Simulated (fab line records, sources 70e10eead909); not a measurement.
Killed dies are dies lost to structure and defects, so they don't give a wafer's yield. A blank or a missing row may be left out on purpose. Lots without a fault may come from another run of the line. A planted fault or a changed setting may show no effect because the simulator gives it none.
Which tool did it? | flow nand_harc | 15 lots, 45 wafers sampled, at 1 step of a route of 1302

WHAT THE GAUGES READ, wafer by wafer
NHARC_A_CHANNEL_HOLE_D1_CD_MEAS_18. Usual: cd_nm 99.4 nm, standard deviation 1.4.
lot  | measured     | on        | cd_nm (nm)        | flag
L348 | day 8 18:11  | cd_sem-01 | 98.2 99.4 98.0    |
L350 | day 9 14:25  | cd_sem-02 | 99.6 98.1 99.4    |
L351 | day 9 16:32  | cd_sem-02 | 98.1 98.6 98.3    |
L353 | day 10 14:45 | cd_sem-02 | 99.3 97.5 98.8    |
L355 | day 11 21:48 | cd_sem-02 | 101.1 100.4 101.6 |
L356 | day 12 00:55 | cd_sem-02 | 100.6 102.2 100.9 |
L357 | day 12 09:08 | cd_sem-02 | 99.0 98.6 98.9    |
L358 | day 12 22:32 | cd_sem-02 | 98.5 97.9 98.0    |
L359 | day 13 06:47 | cd_sem-03 | 100.0 97.5 99.0   |
L366 | day 15 22:21 | cd_sem-01 | 101.9 98.6 101.5  |
L367 | day 16 16:14 | cd_sem-02 | 100.2 98.8 100.0  |
L368 | day 17 01:58 | cd_sem-02 | 99.9 99.9 98.7    |
L369 | day 17 08:20 | cd_sem-02 | 97.7 96.0 97.5    |
L370 | day 17 13:44 | cd_sem-03 | 100.6 100.1 97.8  |
L371 | day 18 08:59 | cd_sem-01 | 99.0 98.6 98.6    |

WHICH TOOL RAN EACH LOT (tool, then ch and the chambers of the sampled wafers, then the start)
The record holds no process step before these readings.

WHAT THE TOOLS THEMSELVES READ (means of the sampled wafers that have a number; where no wafer has one, the mark that the record gives instead)
The record holds no such reading with a usual standard deviation.

THE ANSWER, worked out from the rows above alone
Rule: a lot is off if the mean of its wafers that have a number lies more than 3 standard deviations from the usual mean. A lot without any number at a reading at which 4 lots or more have one is off too. The other lots that the step has rows for count as sound. The gauges are gone through in route order, then the tools' own readings, and for those a lot's mean is taken as printed above. The first step at which some lot is off is used, and at that step the reading that is off furthest; a lot without a number counts as furthest.
No lot is off at any reading shown: from this, nothing can be told.

WHAT THE SIMULATOR HAD PUT IN
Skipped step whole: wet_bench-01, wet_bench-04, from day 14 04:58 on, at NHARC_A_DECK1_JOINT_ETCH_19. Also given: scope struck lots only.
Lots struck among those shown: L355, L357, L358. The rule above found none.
